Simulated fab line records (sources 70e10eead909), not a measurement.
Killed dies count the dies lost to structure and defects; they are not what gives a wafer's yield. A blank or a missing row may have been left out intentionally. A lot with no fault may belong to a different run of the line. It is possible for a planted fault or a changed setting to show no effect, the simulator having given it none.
fab line records -- flow nandHarc
record: lots: 24, wafers: 72, lastDay: 33
route steps=1302 shown A_CONTACT@1090 A_BLC@1121 A_M0@1158 A_M1@1199 A_BONDPAD@1228
lots with no fault: from the same line, run without faults
startH: hours from the record's opening day to when the first of the lot's shown wafers began -- waitH: hours from the lot's prior step to this one -- " repeats the value in the row above -- L1.1+2: a single row standing in for several wafers -- - no value, or no start given -- * or withheld: withheld -- < > ~ a bound
route shown NAME@n: NAME is a module with steps in the file, n the number in the route of the first one -- usual: mean/standard deviation of fault-free wafers -- same: alike in all rows -- chamber/n: place in a boat -- sites: each site's reading -- _std_site: how widely they spread, as a standard deviation -- _edge_site: inner sites' mean taken away from outer sites' mean -- radiusMm: for every site, how far away it sits from the centre of the wafer -- mask NAME#n: copy n -- behind: the most recent tool/chamber to have shaped the wafer -- hold: what put the lot on hold/how long, in hours/how the hold closed -- device: whichever transistor did not switch (one of n, p or np) -- end of line: the route-end tests of the same wafers -- a step without rows: its recipe alone -- killed: dies that structure and defects cost at the first sort, which is not the same as the wafer's yield -- map: a wafer's dies, marking killed ones x, the rest . and places with no die _
set.NAME: setting as actually run; set.NAME@STEP: the setting as run at that earlier step -- model.NAME: the simulator's own value behind a step, which no gauge read
a sample of lots followed through the steps of the route, with each step as a table and each wafer as a row
services: from which hour (startH, from the record's first day; less than 0 if before it) a tool's chamber was out of use, for how many hours, and why
== steps ==
step: NHARC_A_CONTACT_ETCH_138
recipe: sourceW: withheld, pressureMtorr: 20, biasV: 1200, timeS: 311, targetDepthA: 19140, arFlowSccm: withheld, c4f8FlowSccm: withheld, o2FlowSccm: withheld, chemistry: C4F8/O2/Ar
lot.wafer,tool,chamber,startH,waitH,rfHoursCounterH
L076.1,harCapEtch-02,0,529.55,0.2,91
L076.3,harCapEtch-02,0,529.55,0.2,-
L076.4,harCapEtch-02,1,529.55,0.2,-
L075.4,harCapEtch-03,1,530.84,0.2,-
L075.5,harCapEtch-03,0,530.84,0.2,-
L075.6,harCapEtch-03,1,530.84,0.2,-
L077.3,harCapEtch-03,1,536.59,0.2,-
L077.5,harCapEtch-03,1,536.59,0.2,-
L077.6,harCapEtch-03,0,536.59,0.2,-
L074.1,harCapEtch-03,1,541.81,0.2,47
L074.6,harCapEtch-03,0,541.81,0.2,-
L074.5,harCapEtch-03,1,541.81,0.2,-
L078.1,harCapEtch-02,1,550.33,0.2,97
L078.4,harCapEtch-02,1,550.33,0.2,-
L078.5,harCapEtch-02,0,550.33,0.2,-
L079.4,harCapEtch-03,0,557.65,0.2,-
L079.3,harCapEtch-03,1,557.65,0.2,-
L079.6,harCapEtch-03,1,557.65,0.2,-
L080.1,harCapEtch-02,1,558.16,0.2,98
L080.6,harCapEtch-02,0,558.16,0.2,-
L080.5,harCapEtch-02,1,558.16,0.2,-
L081.2,harCapEtch-01,1,575.18,0.2,14
L081.1,harCapEtch-01,0,575.18,0.2,14
L081.5,harCapEtch-01,0,575.18,0.2,-
L082.1,harCapEtch-01,1,584.57,0.2,15
L082.3,harCapEtch-01,1,584.57,0.2,-
L082.6,harCapEtch-01,1,584.57,0.2,-
L083.1,harCapEtch-03,0,598.27,0.3,58
L083.3,harCapEtch-03,0,598.27,0.3,-
L083.4,harCapEtch-03,1,598.27,0.3,-
L084.1,harCapEtch-02,0,610.16,0.4,108
L084.2,harCapEtch-02,1,610.16,0.4,108
L084.3,harCapEtch-02,1,610.16,0.4,-
L086.2,harCapEtch-03,1,611.59,0.3,61
L086.5,harCapEtch-03,1,611.59,0.3,-
L086.6,harCapEtch-03,0,611.59,0.3,-
L085.3,harCapEtch-02,0,618.80,0.2,-
L085.6,harCapEtch-02,1,618.80,0.2,-
L085.5,harCapEtch-02,0,618.80,0.2,-
L087.4,harCapEtch-01,1,632.25,0.3,-
L087.3,harCapEtch-01,0,632.25,0.3,-
L087.5,harCapEtch-01,1,632.25,0.3,-
L088.2,harCapEtch-02,1,654.30,0.2,115
L088.6,harCapEtch-02,0,654.30,0.2,-
L088.5,harCapEtch-02,1,654.30,0.2,-
L089.1,harCapEtch-03,1,656.18,0.2,68
L089.2,harCapEtch-03,0,656.18,0.2,68
L089.4,harCapEtch-03,0,656.18,0.2,-
L091.2,harCapEtch-02,0,671.02,0.3,118
L091.4,harCapEtch-02,0,671.02,0.3,-
L091.3,harCapEtch-02,1,671.02,0.3,-
L090.1,harCapEtch-03,1,672.20,0.3,72
L090.2,harCapEtch-03,0,672.20,0.3,72
L090.4,harCapEtch-03,1,672.20,0.3,-
L092.1,harCapEtch-03,0,687.75,0.2,73
L092.3,harCapEtch-03,0,687.75,0.2,-
L092.6,harCapEtch-03,1,687.75,0.2,-
L093.4,harCapEtch-02,0,695.16,0.2,-
L093.6,harCapEtch-02,1,695.16,0.2,-
L093.5,harCapEtch-02,0,695.16,0.2,-
L094.2,harCapEtch-03,0,715.67,0.2,79
L094.1,harCapEtch-03,1,715.67,0.2,79
L094.4,harCapEtch-03,0,715.67,0.2,-
L095.1,harCapEtch-01,0,717.51,0.2,40
L095.3,harCapEtch-01,0,717.51,0.2,-
L095.4,harCapEtch-01,1,717.51,0.2,-
L096.1,harCapEtch-01,1,726.91,0.2,41
L096.3,harCapEtch-01,0,726.91,0.2,-
L096.5,harCapEtch-01,0,726.91,0.2,-
L097.3,harCapEtch-03,1,741.39,0.2,-
L097.4,harCapEtch-03,0,741.39,0.2,-
L097.5,harCapEtch-03,1,741.39,0.2,-
step: NHARC_A_CONTACT_ALD_18
recipe: targetThkA: 30, pulseTimeS: 1, aldCycles: 150, tempC: 450, material: TiN
usual: heaterPowerW: 1138/120, precursorPulseHeightRel: 1.000/0.019
lot.wafer,tool,chamber,startH,waitH,heaterPowerW,precursorPulseHeightRel
L076.3,aldMetal-04,0,532.19,-,1028,0.992
L076.4,aldMetal-04,1,532.19,-,1079,0.997
L076.1,aldMetal-04,2,532.19,-,1221,1.001
L075.4,aldMetal-02,3,532.93,-,1237,1.015
L075.6,aldMetal-02,2,532.93,-,1256,1.017
L075.5,aldMetal-02,3,532.93,-,1241,1.005
L077.3,aldMetal-01,1,538.53,-,1070,1.025
L077.6,aldMetal-01,3,538.53,-,1345,0.988
L077.5,aldMetal-01,0,538.53,-,1215,0.996
L074.1,aldMetal-01,2,543.87,-,1178,0.993
L074.5,aldMetal-01,2,543.87,-,1217,1.005
L074.6,aldMetal-01,3,543.87,-,1346,0.985
L078.1,aldMetal-01,1,552.32,-,1067,1.003
L078.4,aldMetal-01,3,552.32,-,1334,0.982
L078.5,aldMetal-01,2,552.32,-,1187,1.010
L079.3,aldMetal-02,1,559.65,-,888,1.017
L079.4,aldMetal-02,2,559.65,-,1232,0.952
L079.6,aldMetal-02,0,559.65,-,1104,1.014
L080.1,aldMetal-01,2,560.21,-,1185,1.006
L080.5,aldMetal-01,2,560.21,-,1217,1.019
L080.6,aldMetal-01,3,560.21,-,1326,0.976
L081.2,aldMetal-04,3,577.27,-,1096,1.015
L081.1,aldMetal-04,2,577.27,-,1219,0.986
L081.5,aldMetal-04,3,577.27,-,1128,0.994
L082.3,aldMetal-04,1,586.53,-,1081,0.993
L082.1,aldMetal-04,3,586.53,-,1085,1.003
L082.6,aldMetal-04,0,586.53,-,1065,1.000
L083.4,aldMetal-04,2,600.44,-,1246,0.997
L083.1,aldMetal-04,3,600.44,-,1089,0.992
L083.3,aldMetal-04,0,600.44,-,1068,1.041
L084.2,aldMetal-04,0,613.69,-,1036,1.009
L084.1,aldMetal-04,1,613.69,-,1105,1.032
L084.3,aldMetal-04,3,613.69,-,1102,0.998
L086.2,aldMetal-01,3,614.49,-,1373,0.983
L086.6,aldMetal-01,3,614.49,-,1340,0.987
L086.5,aldMetal-01,0,614.49,-,1228,1.036
L085.3,aldMetal-02,3,620.66,-,1212,0.984
L085.6,aldMetal-02,2,620.66,-,1157,1.005
L085.5,aldMetal-02,3,620.66,-,1224,1.036
L087.4,aldMetal-02,3,634.52,-,1225,1.010
L087.3,aldMetal-02,0,634.52,-,1070,0.981
L087.5,aldMetal-02,3,634.52,-,1219,1.002
L088.2,aldMetal-02,2,656.25,-,1201,0.998
L088.6,aldMetal-02,1,656.25,-,890,1.034
L088.5,aldMetal-02,2,656.25,-,1172,1.028
L089.2,aldMetal-02,0,658.32,-,1058,0.998
L089.1,aldMetal-02,1,658.32,-,880,0.964
L089.4,aldMetal-02,2,658.32,-,1194,1.004
L091.2,aldMetal-04,3,673.23,-,1198,0.994
L091.4,aldMetal-04,0,673.23,-,1026,1.040
L091.3,aldMetal-04,1,673.23,-,1025,1.018
L090.4,aldMetal-02,1,674.38,-,883,1.009
L090.2,aldMetal-02,2,674.38,-,1164,1.034
L090.1,aldMetal-02,0,674.38,-,1085,1.011
L092.3,aldMetal-01,0,689.76,-,1229,0.984
L092.1,aldMetal-01,1,689.76,-,1096,0.987
L092.6,aldMetal-01,1,689.76,-,1069,1.001
L093.4,aldMetal-02,3,697.06,-,1244,0.997
L093.5,aldMetal-02,0,697.06,-,1079,0.994
L093.6,aldMetal-02,1,697.06,-,865,0.970
L094.4,aldMetal-01,3,717.67,-,1235,1.004
L094.1,aldMetal-01,0,717.67,-,1250,0.991
L094.2,aldMetal-01,1,717.67,-,1045,0.998
L095.1,aldMetal-02,1,719.53,-,855,0.989
L095.4,aldMetal-02,2,719.53,-,1195,0.991
L095.3,aldMetal-02,3,719.53,-,1229,0.985
L096.1,aldMetal-02,2,728.85,-,1165,0.979
L096.3,aldMetal-02,3,728.85,-,1261,1.023
L096.5,aldMetal-02,3,728.85,-,1242,0.981
L097.4,aldMetal-01,0,743.29,-,1229,0.986
L097.3,aldMetal-01,1,743.29,-,1028,0.999
L097.5,aldMetal-01,0,743.29,-,1245,1.024
step: NHARC_A_BLC_ETCH_16
recipe: targetDepthA: 390, overEtchFrac: 0.3, timeS: 65, ionEnergyEv: 80, cf4FlowSccm: 150, arFlowSccm: 0, rfW: 300, biasW: 100, chemistry: CF4
usual: drypumpMotorCurrentA: 5.7/0.36, oesProductAu: 1.001/0.0096, rfVppV: 150.8/1.2, showerheadPlenumPTorr: 1.73/0.073, throttleValvePct: 13.284/0.0084
lot.wafer,tool,chamber,startH,waitH,drypumpMotorCurrentA,oesProductAu,rfHoursCounterH,rfVppV,showerheadPlenumPTorr,throttleValvePct
L076.1,rieDiel-09,1,534.43,0.1,5.2,1.003,2,151.2,1.67,13.297
L076.3,rieDiel-09,2,534.43,0.1,5.7,1.005,2,152.0,1.86,13.297
L076.4,rieDiel-09,3,534.43,0.1,5.5,1.009,2,150.8,1.64,13.292
L075.5,rieDiel-03,2,535.23,0.1,5.8,1.020,-,152.8,1.82,13.289
L075.6,rieDiel-03,0,535.23,0.1,5.2,0.985,-,151.0,1.75,13.264
L075.4,rieDiel-03,1,535.23,0.1,5.8,0.990,-,149.1,1.66,13.310
L077.3,rieDiel-09,2,540.65,0.1,5.7,1.003,3,151.5,1.86,13.280
L077.5,rieDiel-09,3,540.65,0.1,5.5,1.014,-,148.8,1.64,13.291
L077.6,rieDiel-09,0,540.65,0.1,6.3,0.993,-,151.7,1.78,13.294
L074.1,rieDiel-09,0,546.14,0.1,6.3,0.991,4,152.2,1.78,13.289
L074.6,rieDiel-09,3,546.14,0.1,5.5,0.997,-,150.0,1.64,13.287
L074.5,rieDiel-09,0,546.14,0.1,6.3,0.990,-,150.4,1.78,13.292
L078.4,rieDiel-09,2,554.60,0.1,5.7,0.996,3,151.6,1.86,13.288
L078.1,rieDiel-09,3,554.60,0.1,5.5,1.004,4,149.5,1.64,13.276
L078.5,rieDiel-09,1,554.60,0.1,5.2,0.995,-,150.2,1.67,13.276
L079.3,rieDiel-03,2,561.75,0.1,5.8,1.011,5,150.2,1.82,13.295
L079.4,rieDiel-03,0,561.75,0.1,5.2,1.001,7,151.8,1.75,13.281
L079.6,rieDiel-03,2,561.75,0.1,5.8,1.009,-,151.4,1.82,13.277
L080.1,rieDiel-09,2,562.64,0.1,5.7,1.006,4,151.5,1.86,13.282
L080.5,rieDiel-09,0,562.64,0.1,6.3,0.991,-,150.7,1.78,13.276
L080.6,rieDiel-09,1,562.64,0.1,5.2,0.996,-,151.4,1.67,13.283
L081.1,rieDiel-03,0,579.42,0.1,5.2,1.014,8,151.2,1.75,13.273
L081.2,rieDiel-03,1,579.42,0.1,5.8,0.999,6,149.6,1.66,13.284
L081.5,rieDiel-03,3,579.42,0.1,5.7,1.017,-,150.7,1.73,13.299
L082.1,rieDiel-09,3,588.68,0.1,5.5,1.002,7,149.9,1.64,13.272
L082.3,rieDiel-09,0,588.68,0.1,6.3,0.975,7,150.5,1.78,13.285
L082.6,rieDiel-09,0,588.68,0.1,6.3,0.986,-,151.0,1.78,13.273
L083.4,rieDiel-03,1,602.71,0.1,5.8,0.992,8,148.5,1.66,13.271
L083.1,rieDiel-03,2,602.71,0.1,5.8,1.005,9,152.2,1.81,13.272
L083.3,rieDiel-03,3,602.71,0.1,5.8,1.009,9,150.3,1.73,13.286
L084.2,rieDiel-03,1,615.96,0.1,5.9,1.003,9,149.9,1.66,13.290
L084.3,rieDiel-03,2,615.96,0.1,5.8,1.007,10,151.7,1.81,13.285
L084.1,rieDiel-03,3,615.96,0.1,5.8,1.017,10,151.7,1.73,13.289
L086.2,rieDiel-09,2,616.68,0.1,5.7,1.000,8,153.2,1.86,13.284
L086.6,rieDiel-09,3,616.68,0.1,5.5,1.008,-,149.8,1.64,13.266
L086.5,rieDiel-09,0,616.68,0.1,6.3,1.001,-,152.4,1.78,13.289
L085.3,rieDiel-09,1,622.80,0.1,5.2,0.997,8,149.2,1.67,13.291
L085.6,rieDiel-09,2,622.80,0.1,5.7,0.999,-,152.7,1.86,13.296
L085.5,rieDiel-09,3,622.80,0.1,5.5,0.987,-,148.9,1.64,13.288
L087.4,rieDiel-09,0,636.86,0.1,6.3,0.990,10,152.1,1.77,13.284
L087.3,rieDiel-09,2,636.86,0.1,5.7,0.997,10,150.7,1.85,13.271
L087.5,rieDiel-09,0,636.86,0.1,6.3,0.994,-,152.9,1.78,13.276
L088.2,rieDiel-09,1,658.50,0.1,5.2,0.975,11,150.6,1.67,13.294
L088.5,rieDiel-09,0,658.50,0.1,6.3,1.013,-,150.7,1.77,13.292
L088.6,rieDiel-09,1,658.50,0.1,5.2,0.989,-,149.5,1.67,13.277
L089.2,rieDiel-09,3,660.57,0.1,5.5,0.997,14,149.4,1.64,13.286
L089.4,rieDiel-09,1,660.57,0.1,5.2,0.994,11,148.8,1.67,13.274
L089.1,rieDiel-09,2,660.57,0.1,5.7,0.994,13,150.7,1.85,13.294
L091.3,rieDiel-03,3,675.36,0.1,5.7,1.015,2,151.4,1.73,13.280
L091.2,rieDiel-03,0,675.36,0.1,5.2,0.990,2,150.9,1.75,13.277
L091.4,rieDiel-03,1,675.36,0.1,5.9,1.019,2,150.5,1.66,13.288
L090.4,rieDiel-03,1,676.66,0.1,5.9,1.010,2,150.1,1.66,13.266
L090.1,rieDiel-03,2,676.66,0.1,5.8,1.008,2,151.1,1.81,13.278
L090.2,rieDiel-03,3,676.66,0.1,5.7,1.002,2,149.6,1.72,13.282
L092.3,rieDiel-09,3,692.04,0.1,5.5,0.985,1,148.7,1.64,13.285
L092.1,rieDiel-09,0,692.04,0.1,6.3,1.004,1,151.3,1.77,13.286
L092.6,rieDiel-09,2,692.04,0.1,5.7,0.999,-,150.5,1.85,13.276
L093.4,rieDiel-03,0,699.28,0.1,5.2,0.987,3,151.8,1.74,13.274
L093.5,rieDiel-03,1,699.28,0.1,5.8,1.005,-,149.9,1.66,13.274
L093.6,rieDiel-03,2,699.28,0.1,5.8,1.005,-,152.7,1.81,13.291
L094.1,rieDiel-03,1,719.81,0.1,5.8,1.011,5,149.7,1.66,13.287
L094.4,rieDiel-03,2,719.81,0.1,5.8,1.010,6,153.0,1.81,13.283
L094.2,rieDiel-03,3,719.81,0.1,5.7,1.004,6,152.5,1.72,13.292
L095.3,rieDiel-03,0,721.65,0.1,5.2,0.991,6,151.9,1.74,13.275
L095.4,rieDiel-03,1,721.65,0.1,5.8,1.007,6,148.7,1.66,13.279
L095.1,rieDiel-03,2,721.65,0.1,5.8,0.996,6,152.4,1.81,13.288
L096.1,rieDiel-09,2,731.14,0.1,5.7,1.005,5,152.5,1.85,13.271
L096.3,rieDiel-09,3,731.14,0.1,5.5,0.985,5,150.8,1.64,13.275
L096.5,rieDiel-09,2,731.14,0.1,5.7,1.006,-,153.5,1.85,13.274
L097.3,rieDiel-03,1,745.54,0.1,5.8,1.006,8,150.3,1.65,13.279
L097.4,rieDiel-03,3,745.54,0.1,5.7,1.016,7,149.9,1.72,13.276
L097.5,rieDiel-03,2,745.54,0.1,5.8,1.011,-,151.6,1.81,13.286
step: NHARC_A_M0_PVD_20
recipe: targetThkA: 50, biasV: 168.6, powerW: 15000, chamberPressurePa: 0.12, timeS: 8.06, substrateTempC: 50, material: TaN
usual: substrateTempC: 50.00/0.11, throttleValvePct: 30.0/0.77
lot.wafer,tool,chamber,startH,waitH,substrateTempC,throttleValvePct
L076.4,pvdSputter-02,-,-,-,50.18,28.6
L076.1,pvdSputter-02,-,-,-,50.13,30.1
L076.3,pvdSputter-02,-,-,-,50.03,30.1
L075.4,pvdSputter-02,-,-,-,49.97,28.8
L075.5,pvdSputter-02,-,-,-,49.98,30.3
L075.6,pvdSputter-02,-,-,-,49.98,29.9
L077.3,pvdSputter-03,-,-,-,50.17,29.5
L077.6,pvdSputter-03,-,-,-,50.06,30.7
L077.5,pvdSputter-03,-,-,-,50.03,30.9
L074.1,pvdSputter-01,-,-,-,50.00,30.1
L074.5,pvdSputter-01,-,-,-,49.95,28.3
L074.6,pvdSputter-01,-,-,-,49.87,30.4
L078.4,pvdSputter-02,-,-,-,50.16,30.0
L078.1,pvdSputter-02,-,-,-,49.84,30.4
L078.5,pvdSputter-02,-,-,-,49.92,30.1
L079.4,pvdSputter-03,-,-,-,50.17,30.9
L079.3,pvdSputter-03,-,-,-,49.92,29.1
L079.6,pvdSputter-03,-,-,-,50.10,30.9
L080.1,pvdSputter-02,-,-,-,50.04,29.7
L080.6,pvdSputter-02,-,-,-,50.25,29.8
L080.5,pvdSputter-02,-,-,-,49.92,30.2
L081.1,pvdSputter-03,-,-,-,49.99,29.4
L081.2,pvdSputter-03,-,-,-,50.23,29.1
L081.5,pvdSputter-03,-,-,-,50.25,30.9
L082.1,pvdSputter-01,-,-,-,50.09,30.6
L082.3,pvdSputter-01,-,-,-,49.91,29.7
L082.6,pvdSputter-01,-,-,-,50.08,30.4
L083.4,pvdSputter-01,-,-,-,50.02,31.4
L083.1,pvdSputter-01,-,-,-,49.92,29.0
L083.3,pvdSputter-01,-,-,-,50.22,30.7
L084.1,pvdSputter-02,-,-,-,50.00,29.9
L084.3,pvdSputter-02,-,-,-,49.97,30.3
L084.2,pvdSputter-02,-,-,-,49.93,28.8
L086.2,pvdSputter-02,-,-,-,49.93,30.2
L086.5,pvdSputter-02,-,-,-,49.94,30.3
L086.6,pvdSputter-02,-,-,-,50.02,28.9
L085.3,pvdSputter-01,-,-,-,49.87,30.4
L085.6,pvdSputter-01,-,-,-,49.89,29.7
L085.5,pvdSputter-01,-,-,-,49.97,28.8
L087.4,pvdSputter-03,-,-,-,50.01,30.9
L087.3,pvdSputter-03,-,-,-,50.12,31.0
L087.5,pvdSputter-03,-,-,-,49.91,30.7
L088.2,pvdSputter-02,-,-,-,49.98,30.2
L088.5,pvdSputter-02,-,-,-,50.10,29.4
L088.6,pvdSputter-02,-,-,-,49.92,30.3
L089.4,pvdSputter-02,-,-,-,49.98,30.7
L089.1,pvdSputter-02,-,-,-,49.86,29.3
L089.2,pvdSputter-02,-,-,-,49.88,30.0
L091.3,pvdSputter-02,-,-,-,50.20,30.2
L091.4,pvdSputter-02,-,-,-,50.04,30.9
L091.2,pvdSputter-02,-,-,-,49.96,29.4
L090.4,pvdSputter-01,-,-,-,50.09,30.0
L090.2,pvdSputter-01,-,-,-,50.02,28.9
L090.1,pvdSputter-01,-,-,-,49.95,31.3
L092.1,pvdSputter-01,-,-,-,49.83,30.0
L092.3,pvdSputter-01,-,-,-,49.93,28.9
L092.6,pvdSputter-01,-,-,-,50.08,31.4
L093.4,pvdSputter-03,-,-,-,49.98,29.5
L093.6,pvdSputter-03,-,-,-,49.97,29.5
L093.5,pvdSputter-03,-,-,-,50.07,29.5
L094.4,pvdSputter-02,-,-,-,50.01,30.3
L094.2,pvdSputter-02,-,-,-,50.03,30.0
L094.1,pvdSputter-02,-,-,-,49.87,30.7
L095.4,pvdSputter-01,-,-,-,49.95,29.0
L095.1,pvdSputter-01,-,-,-,49.96,30.5
L095.3,pvdSputter-01,-,-,-,50.04,31.3
L096.1,pvdSputter-01,-,-,-,49.99,30.4
L096.3,pvdSputter-01,-,-,-,50.04,31.4
L096.5,pvdSputter-01,-,-,-,50.09,29.0
L097.4,pvdSputter-01,-,-,-,49.91,29.8
L097.3,pvdSputter-01,-,-,-,50.03,30.4
L097.5,pvdSputter-01,-,-,-,50.02,29.8
step: NHARC_A_M1_INSPECT_27
usual: rawDefectCount: 500/140
lot.wafer,tool,chamber,startH,waitH,rawDefectCount
L076.1,defectInspect-02,-,545.24,0.0,329
L076.3,defectInspect-02,-,545.24,0.0,378
L076.4,defectInspect-02,-,545.24,0.0,397
L075.4,defectInspect-02,-,545.99,0.0,672
L075.5,defectInspect-02,-,545.99,0.0,583
L075.6,defectInspect-02,-,545.99,0.0,449
L077.3,defectInspect-02,-,551.31,0.0,585
L077.5,defectInspect-02,-,551.31,0.0,446
L077.6,defectInspect-02,-,551.31,0.0,509
L074.1,defectInspect-02,-,556.67,0.0,391
L074.5,defectInspect-02,-,556.67,0.0,482
L074.6,defectInspect-02,-,556.67,0.0,532
L078.1,defectInspect-02,-,565.71,0.0,356
L078.4,defectInspect-02,-,565.71,0.0,357
L078.5,defectInspect-02,-,565.71,0.0,378
L079.3,defectInspect-02,-,572.71,0.0,747
L079.4,defectInspect-02,-,572.71,0.0,606
L079.6,defectInspect-02,-,572.71,0.0,634
L080.1,defectInspect-02,-,573.17,0.0,339
L080.5,defectInspect-02,-,573.17,0.0,409
L080.6,defectInspect-02,-,573.17,0.0,349
L081.1,defectInspect-02,-,589.76,0.0,392
L081.2,defectInspect-02,-,589.76,0.0,395
L081.5,defectInspect-02,-,589.76,0.0,364
L082.1,defectInspect-02,-,599.34,0.0,468
L082.3,defectInspect-02,-,599.34,0.0,570
L082.6,defectInspect-02,-,599.34,0.0,529
L083.1,defectInspect-01,-,613.34,0.0,461
L083.3,defectInspect-01,-,613.34,0.0,553
L083.4,defectInspect-01,-,613.34,0.0,655
L084.1,defectInspect-01,-,626.41,0.0,659
L084.2,defectInspect-01,-,626.41,0.0,547
L084.3,defectInspect-01,-,626.41,0.0,597
L086.2,defectInspect-01,-,627.27,0.0,426
L086.5,defectInspect-01,-,627.27,0.0,363
L086.6,defectInspect-01,-,627.27,0.0,538
L085.3,defectInspect-02,-,633.29,0.0,503
L085.5,defectInspect-02,-,633.29,0.0,416
L085.6,defectInspect-02,-,633.29,0.0,734
L087.3,defectInspect-02,-,648.07,0.0,359
L087.4,defectInspect-02,-,648.07,0.0,308
L087.5,defectInspect-02,-,648.07,0.0,417
L088.2,defectInspect-02,-,669.07,0.0,665
L088.5,defectInspect-02,-,669.07,0.0,437
L088.6,defectInspect-02,-,669.07,0.0,602
L089.1,defectInspect-01,-,671.01,0.0,474
L089.2,defectInspect-01,-,671.01,0.0,571
L089.4,defectInspect-01,-,671.01,0.0,545
L091.2,defectInspect-01,-,686.02,0.0,686
L091.3,defectInspect-01,-,686.02,0.0,681
L091.4,defectInspect-01,-,686.02,0.0,508
L090.1,defectInspect-01,-,687.40,0.0,417
L090.2,defectInspect-01,-,687.40,0.0,439
L090.4,defectInspect-01,-,687.40,0.0,422
L092.1,defectInspect-02,-,702.94,0.0,479
L092.3,defectInspect-02,-,702.94,0.0,548
L092.6,defectInspect-02,-,702.94,0.0,468
L093.4,defectInspect-01,-,709.88,0.0,657
L093.5,defectInspect-01,-,709.88,0.0,552
L093.6,defectInspect-01,-,709.88,0.0,443
L094.1,defectInspect-01,-,730.44,0.0,579
L094.2,defectInspect-01,-,730.44,0.0,637
L094.4,defectInspect-01,-,730.44,0.0,476
L095.1,defectInspect-02,-,732.11,0.0,419
L095.3,defectInspect-02,-,732.11,0.0,710
L095.4,defectInspect-02,-,732.11,0.0,522
L096.1,defectInspect-02,-,742.52,0.0,389
L096.3,defectInspect-02,-,742.52,0.0,497
L096.5,defectInspect-02,-,742.52,0.0,454
L097.3,defectInspect-01,-,756.62,0.0,367
L097.4,defectInspect-01,-,756.62,0.0,400
L097.5,defectInspect-01,-,756.62,0.0,400
step: NHARC_A_BONDPAD_PVD_27
recipe: targetThkA: 300, chamberPressurePa: 5, powerW: 5000, substrateTempC: 30, timeS: 20.49, material: Cu
usual: substrateTempC: 30.02/0.098, throttleValvePct: 30.1/0.74
lot.wafer,tool,chamber,startH,waitH,substrateTempC,throttleValvePct
L076.3,pvdSputter-02,-,-,-,29.87,29.9
L076.4,pvdSputter-02,-,-,-,29.91,30.6
L076.1,pvdSputter-02,-,-,-,30.12,28.8
L075.4,pvdSputter-01,-,-,-,30.09,30.1
L075.5,pvdSputter-01,-,-,-,30.03,31.3
L075.6,pvdSputter-01,-,-,-,29.95,29.9
L077.3,pvdSputter-03,-,-,-,29.97,31.0
L077.6,pvdSputter-03,-,-,-,30.19,30.6
L077.5,pvdSputter-03,-,-,-,30.09,30.9
L074.1,pvdSputter-02,-,-,-,30.22,28.8
L074.5,pvdSputter-02,-,-,-,30.12,30.4
L074.6,pvdSputter-02,-,-,-,30.02,30.1
L078.1,pvdSputter-02,-,-,-,30.05,30.1
L078.4,pvdSputter-02,-,-,-,29.84,30.2
L078.5,pvdSputter-02,-,-,-,30.00,29.9
L079.4,pvdSputter-03,-,-,-,29.88,30.9
L079.3,pvdSputter-03,-,-,-,29.89,29.2
L079.6,pvdSputter-03,-,-,-,29.85,31.0
L080.1,pvdSputter-02,-,-,-,29.91,30.0
L080.6,pvdSputter-02,-,-,-,30.28,28.8
L080.5,pvdSputter-02,-,-,-,29.94,30.2
L081.2,pvdSputter-01,-,-,-,30.16,29.7
L081.1,pvdSputter-01,-,-,-,30.21,31.4
L081.5,pvdSputter-01,-,-,-,30.03,29.8
L082.3,pvdSputter-03,-,-,-,30.03,30.6
L082.1,pvdSputter-03,-,-,-,30.02,29.3
L082.6,pvdSputter-03,-,-,-,30.03,30.6
L083.1,pvdSputter-03,-,-,-,30.02,30.7
L083.4,pvdSputter-03,-,-,-,30.09,29.5
L083.3,pvdSputter-03,-,-,-,30.05,29.2
L084.3,pvdSputter-03,-,-,-,29.98,30.8
L084.1,pvdSputter-03,-,-,-,30.01,29.6
L084.2,pvdSputter-03,-,-,-,30.07,29.1
L086.2,pvdSputter-02,-,-,-,30.12,30.4
L086.5,pvdSputter-02,-,-,-,29.93,28.7
L086.6,pvdSputter-02,-,-,-,30.10,30.3
L085.3,pvdSputter-03,-,-,-,30.08,29.5
L085.6,pvdSputter-03,-,-,-,30.05,31.0
L085.5,pvdSputter-03,-,-,-,29.99,29.4
L087.4,pvdSputter-01,-,-,-,30.12,29.8
L087.3,pvdSputter-01,-,-,-,29.83,29.1
L087.5,pvdSputter-01,-,-,-,30.00,31.1
L088.2,pvdSputter-03,-,-,-,29.97,30.9
L088.6,pvdSputter-03,-,-,-,29.96,29.4
L088.5,pvdSputter-03,-,-,-,30.19,30.8
L089.2,pvdSputter-02,-,-,-,30.02,29.5
L089.1,pvdSputter-02,-,-,-,30.05,30.0
L089.4,pvdSputter-02,-,-,-,30.03,30.8
L091.4,pvdSputter-01,-,-,-,30.06,29.1
L091.2,pvdSputter-01,-,-,-,29.93,30.7
L091.3,pvdSputter-01,-,-,-,30.18,31.2
L090.4,pvdSputter-02,-,-,-,30.04,30.3
L090.2,pvdSputter-02,-,-,-,29.90,30.7
L090.1,pvdSputter-02,-,-,-,30.06,29.4
L092.1,pvdSputter-02,-,-,-,29.85,30.5
L092.3,pvdSputter-02,-,-,-,29.98,29.1
L092.6,pvdSputter-02,-,-,-,29.96,29.5
L093.4,pvdSputter-02,-,-,-,30.12,29.8
L093.5,pvdSputter-02,-,-,-,29.97,29.4
L093.6,pvdSputter-02,-,-,-,30.28,30.5
L094.4,pvdSputter-01,-,-,-,29.96,30.6
L094.2,pvdSputter-01,-,-,-,29.92,31.2
L094.1,pvdSputter-01,-,-,-,30.01,29.0
L095.3,pvdSputter-03,-,-,-,30.12,31.3
L095.1,pvdSputter-03,-,-,-,29.97,29.0
L095.4,pvdSputter-03,-,-,-,29.90,30.8
L096.3,pvdSputter-01,-,-,-,30.23,28.9
L096.1,pvdSputter-01,-,-,-,30.12,30.5
L096.5,pvdSputter-01,-,-,-,29.99,28.8
L097.4,pvdSputter-02,-,-,-,30.09,30.1
L097.3,pvdSputter-02,-,-,-,30.03,30.5
L097.5,pvdSputter-02,-,-,-,30.11,29.7
== services ==
tool,chamber,startH,hours,kind
aldMetal-01,-,526.00,10.0,pm
pvdSputter-03,-,533.81,10.0,pm
rieDiel-03,3,534.76,4.0,repair
pvdSputter-03,-,558.79,1.7,repair
pvdSputter-01,-,582.00,10.0,pm
aldMetal-01,2,598.58,23.8,repair
pvdSputter-03,-,599.04,1.9,repair
aldMetal-02,-,610.00,10.0,pm
rieDiel-03,-,635.30,9.0,pm
pvdSputter-02,-,638.00,10.0,pm
aldMetal-04,-,640.26,0.9,repair
rieDiel-09,1,642.99,2.7,repair
aldMetal-04,-,652.00,10.0,pm
pvdSputter-03,-,656.29,9.2,repair
rieDiel-09,-,674.10,9.0,pm
aldMetal-01,-,704.00,10.0,pm
aldMetal-04,3,709.35,4.6,repair
pvdSputter-03,-,711.81,10.0,pm
pvdSputter-02,-,725.26,8.4,repair
pvdSputter-03,-,731.03,3.7,repair
rieDiel-03,-,732.67,0.6,repair
pvdSputter-03,-,740.45,4.4,repair
harCapEtch-02,-,754.25,17.0,pm
pvdSputter-01,-,756.98,2.0,repair
== key ==
fault none
